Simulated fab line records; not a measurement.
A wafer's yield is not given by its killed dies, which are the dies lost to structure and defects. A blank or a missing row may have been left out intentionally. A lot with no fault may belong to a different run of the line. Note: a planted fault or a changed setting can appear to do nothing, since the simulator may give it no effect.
Comparing a struck lot with a sound one | flow nandHarc | 14 steps out of a route of 1302
Sound: the wafers L755.1, L755.4, L755.6. Wafers struck: L766.1, L766.4, L766.6. Last of all comes the cause.
At each step with rows: each side's tool, then ch and its chambers, then its first start. Under that, the readings that differ: sound wafers | struck wafers | difference of the means | sigmas: that difference in standard deviations of wafers without a fault.
alike: readings with means less than 2 such deviations apart, plus words and numbers identical on both sides. not compared: withheld readings, readings lacking a value on some wafer, bounds such as >300 that could conceal the same value, and numbers that have no deviation in the record and whose values overlap.
Wherever a step has rows on one side only, a row that says differs or no value, or a row with sigmas, the two part there. Non-overlapping numbers with no deviation appear without sigmas and do not part them. A reading missing from all wafers of one side parts the sides only when that side holds two or more wafers.

NHARC_A_STAIRCASE_DEP_301: deposits SiON, target thk 30 nm.
  sound on pecvd-03 ch 0,1,2, day 18 02:26; struck on pecvd-04 ch 0,2, day 23 03:06
  alike: heaterPowerW, showerheadVppV
then, 9 steps without rows for these wafers: NHARC_A_STAIRCASE_DEHYDRATE_302 (time 120 s); NHARC_A_STAIRCASE_HMDS_303 (time 30 s); NHARC_A_STAIRCASE_COAT_304; NHARC_A_STAIRCASE_SOFTBAKE_305 (time 170 s); NHARC_A_STAIRCASE_EBR_306; NHARC_A_STAIRCASE_EXPOSE_307 (exposes mask CHOP 50); NHARC_A_STAIRCASE_PEB_308 (peb time 130 s); NHARC_A_STAIRCASE_DEVELOP_309 (time 140 s); NHARC_A_STAIRCASE_HARDBAKE_311 (time 140 s).
NHARC_A_STAIRCASE_DESCUM_312: chemistry O2, time 3 s.
  sound on rieDiel-01 ch 0,1, day 18 03:24; struck on rieDiel-01 ch 0,2,3, day 23 04:26
  alike: chamberPressureMTorr, drypumpMotorCurrentA, o2FlowSccm, oesProductAu, rfVppV, showerheadPlenumPTorr, throttleValvePct
  not compared: rfHoursCounterH
NHARC_A_STAIRCASE_ETCH_313: etches the open film in CF4/CHF3.
  sound on rieDiel-01 ch 1,3, day 18 03:30; struck on rieDiel-01 ch 0,2, day 23 04:34
  no value came back on the struck wafers for any of 8 readings (biasW (W), cf4FlowSccm (sccm) and others); on the sound wafers biasW (W) reads 199.5 199.5 199.7
  not compared: rfHoursCounterH
NHARC_A_STAIRCASE_HM_OPEN_463: chemistry O2/COS.
  sound on rieDiel-01 ch 1,2,3; struck on rieDiel-01 ch 1,2,3, day 23 04:52
  alike: chamberPressureMTorr, drypumpMotorCurrentA, o2FlowSccm, oesProductAu, rfVppV, showerheadPlenumPTorr, throttleValvePct
  not compared: rfHoursCounterH
-- the record jumps here: 7 days lie between the struck wafers' starts before and after (it left off in module A_STAIRCASE and takes up again in module END, whose first step shown is number 1302 of the route) --
NHARC_END_SORT_01:
  the record has rows for the struck wafers here (prober-02 ch 0, day 30 11:51) and none for the sound ones

## WHERE THEY PART
Last at NHARC_END_SORT_01 as far as this record goes, first at NHARC_A_STAIRCASE_ETCH_313.

WHY: whatever the simulator had introduced
Beginning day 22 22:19, the whole step at NHARC_A_STAIRCASE_ETCH_313 was skipped on rieDiel-01. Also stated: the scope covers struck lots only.
